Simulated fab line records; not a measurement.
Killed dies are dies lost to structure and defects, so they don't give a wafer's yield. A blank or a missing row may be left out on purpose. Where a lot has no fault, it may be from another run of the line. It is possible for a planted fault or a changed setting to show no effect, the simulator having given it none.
fab line records	flow n5_finfet	part 2 of 2: steps 5 to 6 of 6
record: lots: 21	wafers: 63	last_day: 19
route steps=1938 shown GATE_CUT@465 MOL_CONTACT_COAG@535
lots with no fault: from the same line, run without faults
start_h: hours from the record's opening day to when the first of the lot's shown wafers began	wait_h: time in hours since the lot's previous step	" same as the row above	L1.1+2: a row that stands for several wafers	- no value, or no start was given	* or withheld: withheld	< > ~ a bound
route shown NAME@n: names a module that has steps shown in the file, with the first one's number in the route	usual: the fault-free wafers' mean and standard deviation	same: alike in all rows	chamber/n: place in a boat	sites: readings site by site	_std_site: standard deviation of those values	_edge_site: outer sites' mean less inner sites'	radius_mm: for every site, how far away it sits from the centre of the wafer	mask NAME#n: copy n	behind: the last tool/chamber to shape the wafer	hold: why the lot was held/for how many hours/how that ended	device: the n, p or np transistor that did not switch	end of line: the same wafers' tests at the end of the route	a step given without rows: its recipe and nothing more	killed: count of dies lost to structure and defects at first sort (not the wafer's yield)	map: shows each die of a wafer: x if killed, . if not, _ if none is there
set.NAME: the setting the step ran with; set.NAME@STEP: the setting that earlier step ran with	model.NAME: the simulator's own value behind a step, which no gauge read
the route's steps for a sample of lots (tables are steps, rows are wafers)
services: when a tool's chamber went out of use (start_h, in hours from the record's first day, below 0 if earlier), for how many hours, and the reason
== steps ==
step: N5_MOL_CONTACT_COAG_CONTACT_ETCH_14
recipe: chemistry: C4F6/O2	target: SiO2	target_depth_a: 275	overetch_a: 85	mask_material: SOC	pressure_mtorr: 30	source_w: 370	bias_w: 185	Ar_flow_sccm: 300	C4F6_flow_sccm: 16	O2_flow_sccm: 10	time_s: 20	ion_energy_ev: 259.6
usual: O2_flow_sccm: 10.00/0.032	drypump_motor_current_A: 5.5/0.32	oes_product_au: 0.66/0.06	rf_vpp_V: 692.9/2.8	showerhead_plenum_p_Torr: 2.89/0.078	throttle_valve_pct: 21.45/0.18
lot.wafer	tool	chamber	start_h	wait_h	O2_flow_sccm	drypump_motor_current_A	oes_product_au	rf_hours_counter_h	rf_vpp_V	showerhead_plenum_p_Torr	throttle_valve_pct
L075.2	rie_diel-06	2	94.62	0.0	9.92	5.1	0.62	170	694.9	3.01	21.46
L075.4	"	2	"	"	9.96	5.1	0.62	-	695.9	3.01	21.47
L075.6	"	1	"	"	10.04	5.2	0.59	-	692.1	2.87	21.54
L076.1	rie_diel-02	2	99.63	0.0	10.01	5.3	0.62	178	689.6	2.76	21.73
L076.4	"	0	"	"	9.96	6.1	0.68	126	689.7	2.79	21.19
L076.6	"	2	"	"	10.02	5.3	0.62	-	689.8	2.76	21.73
L077.1	rie_diel-01	0	106.96	0.0	10.04	5.7	0.74	48	694.8	2.94	21.41
L077.4	"	2	"	"	9.99	5.6	0.70	73	693.8	2.91	21.37
L077.6	"	0	"	"	10.01	5.7	0.73	-	694.9	2.93	21.40
L078.2	rie_diel-06	0	117.36	0.0	9.96	5.2	0.63	179	695.8	2.98	21.60
L078.4	"	2	"	"	10.00	5.1	0.61	176	696.7	3.01	21.48
L078.6	"	0	"	"	9.99	5.3	0.63	-	696.0	2.98	21.59
L079.2	rie_diel-06	3	124.50	0.0	10.05	5.9	0.66	145	687.8	2.79	21.43
L079.3	"	1	"	"	9.99	5.2	0.59	243	692.1	2.87	21.55
L079.5	"	0	"	"	10.01	5.2	0.62	-	694.7	2.98	21.62
L080.1	rie_diel-02	0	126.46	0.0	9.98	6.1	0.67	135	688.0	2.79	21.18
L080.3	"	2	"	"	9.95	5.3	0.62	186	689.0	2.75	21.76
L080.5	"	0	"	"	9.97	6.1	0.67	-	689.9	2.79	21.19
L081.1	rie_diel-01	2	130.75	0.0	10.00	5.6	0.70	82	693.7	2.90	21.38
L081.2	"	0	"	"	9.98	5.7	0.73	56	694.9	2.93	21.41
L081.6	"	1	"	"	9.99	5.7	0.80	-	695.1	2.94	21.19
L082.1	rie_diel-02	1	135.12	0.0	9.99	5.3	0.65	130	693.3	2.89	21.23
L082.4	"	0	"	"	10.02	6.2	0.67	138	688.8	2.79	21.19
L082.5	"	1	"	"	9.96	5.3	0.66	-	693.2	2.89	21.21
L083.2	rie_diel-01	3	139.46	0.0	10.01	5.7	0.63	173	692.3	2.87	21.48
L083.4	"	1	"	"	9.96	5.8	0.80	14	695.1	2.94	21.16
L083.6	"	3	"	"	10.02	5.7	0.63	-	692.3	2.87	21.49
L084.2	rie_diel-06	3	150.30	0.0	10.04	5.9	0.65	154	687.8	2.78	21.43
L084.5	"	3	"	"	10.03	5.9	0.65	-	688.8	2.78	21.44
L084.6	"	2	"	"	10.00	5.1	0.60	-	696.1	3.00	21.50
L086.1	rie_diel-01	1	167.84	0.0	9.99	5.7	0.78	25	694.8	2.93	21.18
L086.3	"	3	"	"	9.99	5.7	0.62	184	692.2	2.86	21.52
L086.5	"	0	"	"	10.05	5.8	0.70	-	694.0	2.92	21.43
L087.2	rie_diel-06	1	170.53	0.0	9.97	5.2	0.84	4	690.7	2.86	21.28
L087.3	"	0	"	"	9.94	5.2	0.61	199	697.4	2.97	21.64
L087.6	"	1	"	"	9.98	5.2	0.84	-	691.4	2.86	21.26
L088.2	rie_diel-06	3	174.44	0.0	10.02	5.9	0.64	164	689.2	2.78	21.45
L088.3	"	2	"	"	10.03	5.2	0.59	198	698.1	3.00	21.53
L088.4	"	1	"	"	9.99	5.2	0.83	6	690.5	2.86	21.29
L089.1	rie_diel-02	1	182.23	0.0	10.07	5.2	0.65	146	690.1	2.88	21.25
L089.4	"	2	"	"	10.02	5.3	0.60	204	687.8	2.75	21.78
L089.6	"	2	"	"	9.94	5.3	0.60	-	688.4	2.75	21.79
L090.3	rie_diel-01	0	182.92	0.0	9.96	5.7	0.71	75	693.5	2.92	21.44
L090.4	"	1	"	"	9.98	5.7	0.76	30	694.8	2.93	21.18
L090.6	"	2	"	"	10.02	5.7	0.68	-	693.4	2.90	21.38
L091.2	rie_diel-01	1	193.02	0.0	9.96	5.7	0.76	32	693.7	2.93	21.19
L091.5	"	0	"	"	10.00	5.8	0.70	-	693.8	2.92	21.44
L091.6	"	1	"	"	9.97	5.7	0.76	-	694.8	2.93	21.20
L092.3	rie_diel-01	0	195.78	0.0	10.02	5.7	0.71	79	694.3	2.92	21.44
L092.5	"	2	"	"	9.97	5.7	0.68	-	693.2	2.89	21.37
L092.6	"	1	"	"	10.04	5.7	0.76	-	694.2	2.93	21.22
L093.2	rie_diel-06	3	203.72	0.0	9.97	5.9	0.63	179	690.0	2.77	21.46
L093.3	"	0	"	"	10.02	5.2	0.61	215	694.5	2.96	21.65
L093.4	"	2	"	"	10.03	5.1	0.59	-	695.6	2.99	21.54
L094.3	rie_diel-02	3	207.83	0.0	9.97	5.1	0.62	191	696.8	2.98	21.76
L094.5	"	3	"	"	9.98	5.1	0.62	-	695.8	2.98	21.75
L094.6	"	2	"	"	10.03	5.3	0.60	-	688.4	2.74	21.76
L095.2	rie_diel-01	2	215.46	0.0	10.01	5.6	0.67	110	694.3	2.89	21.40
L095.5	"	0	"	"	10.03	5.7	0.70	-	694.3	2.92	21.45
L095.6	"	1	"	"	9.97	5.7	0.75	-	695.0	2.93	21.22
L097.3	rie_diel-01	2	231.06	0.0	9.97	5.6	0.67	116	693.5	2.89	21.42
L097.4	"	1	"	"	9.98	5.7	0.75	46	693.9	2.92	21.22
L097.5	"	2	"	"	10.03	5.7	0.67	-	694.0	2.89	21.43
step: N5_MOL_CONTACT_COAG_CD_MEAS_99
recipe: target_cd_nm: 17.2	polarity: opening
usual: cd_nm: 17.3/0.36
lot.wafer	tool	chamber	start_h	wait_h	cd_nm
L075.2	cd_sem-03	-	94.84	-	17.0
L075.4	"	-	"	"	17.0
L075.6	"	-	"	"	16.9
L076.1	cd_sem-03	-	99.84	-	17.5
L076.4	"	-	"	"	17.6
L076.6	"	-	"	"	17.4
L077.1	cd_sem-03	-	107.17	-	18.0
L077.4	"	-	"	"	17.9
L077.6	"	-	"	"	18.0
L078.2	cd_sem-02	-	117.58	-	17.3
L078.4	"	-	"	"	17.4
L078.6	"	-	"	"	17.7
L079.2	cd_sem-01	-	124.72	-	16.7
L079.3	"	-	"	"	17.5
L079.5	"	-	"	"	17.2
L080.1	cd_sem-03	-	126.68	-	17.8
L080.3	"	-	"	"	16.9
L080.5	"	-	"	"	18.0
L081.1	cd_sem-02	-	130.96	-	17.9
L081.2	"	-	"	"	17.9
L081.6	"	-	"	"	17.5
L082.1	cd_sem-01	-	135.33	-	17.6
L082.4	"	-	"	"	17.5
L082.5	"	-	"	"	17.3
L083.2	cd_sem-03	-	139.68	-	17.2
L083.4	"	-	"	"	17.3
L083.6	"	-	"	"	16.5
L084.2	cd_sem-01	-	150.51	-	17.1
L084.5	"	-	"	"	17.4
L084.6	"	-	"	"	17.8
L086.1	cd_sem-01	-	168.05	-	17.5
L086.3	"	-	"	"	16.8
L086.5	"	-	"	"	17.6
L087.2	cd_sem-03	-	170.74	-	17.0
L087.3	"	-	"	"	16.7
L087.6	"	-	"	"	16.8
L088.2	cd_sem-01	-	174.65	-	16.9
L088.3	"	-	"	"	16.9
L088.4	"	-	"	"	17.1
L089.1	cd_sem-03	-	182.45	-	17.3
L089.4	"	-	"	"	17.9
L089.6	"	-	"	"	17.2
L090.3	cd_sem-01	-	183.14	-	17.6
L090.4	"	-	"	"	17.2
L090.6	"	-	"	"	17.6
L091.2	cd_sem-01	-	193.24	-	16.8
L091.5	"	-	"	"	17.2
L091.6	"	-	"	"	16.7
L092.3	cd_sem-03	-	196.00	-	17.4
L092.5	"	-	"	"	17.4
L092.6	"	-	"	"	17.7
L093.2	cd_sem-01	-	203.93	-	17.4
L093.3	"	-	"	"	17.7
L093.4	"	-	"	"	16.9
L094.3	cd_sem-02	-	208.05	-	17.0
L094.5	"	-	"	"	16.5
L094.6	"	-	"	"	17.8
L095.2	cd_sem-01	-	215.67	-	17.4
L095.5	"	-	"	"	17.2
L095.6	"	-	"	"	17.4
L097.3	cd_sem-03	-	231.28	-	17.7
L097.4	"	-	"	"	17.2
L097.5	"	-	"	"	17.5
== services ==
tool	chamber	start_h	hours	kind
rie_diel-03	1	70.57	13.5	repair
rie_diel-04	2	71.52	4.8	repair
rie_diel-01	2	84.59	4.7	repair
ald_sin-03	2	85.31	13.8	repair
ald_sin-02	-	85.84	14.0	pm
rie_diel-02	0	92.12	4.1	repair
rie_diel-06	3	93.50	2.2	repair
rie_diel-05	2	111.70	7.9	repair
ald_sin-04	-	115.57	6.1	pm
rie_diel-05	-	147.63	0.9	repair
ald_sin-02	-	150.28	6.0	pm
rie_diel-03	0	154.99	7.7	repair
rie_diel-02	2	173.19	5.9	repair
rie_diel-04	-	174.46	15.6	pm
rie_diel-06	1	176.21	35.1	repair
ald_sin-02	2	176.22	2.9	repair
rie_diel-05	2	179.59	5.7	repair
rie_diel-05	1	184.83	6.6	repair
rie_diel-05	-	187.41	14.6	pm
rie_diel-03	0	196.77	6.4	repair
rie_diel-04	3	200.90	12.8	repair
rie_metal-03	-	206.56	0.5	repair
rie_diel-04	2	216.19	9.9	repair
rie_diel-06	2	229.79	1.7	repair
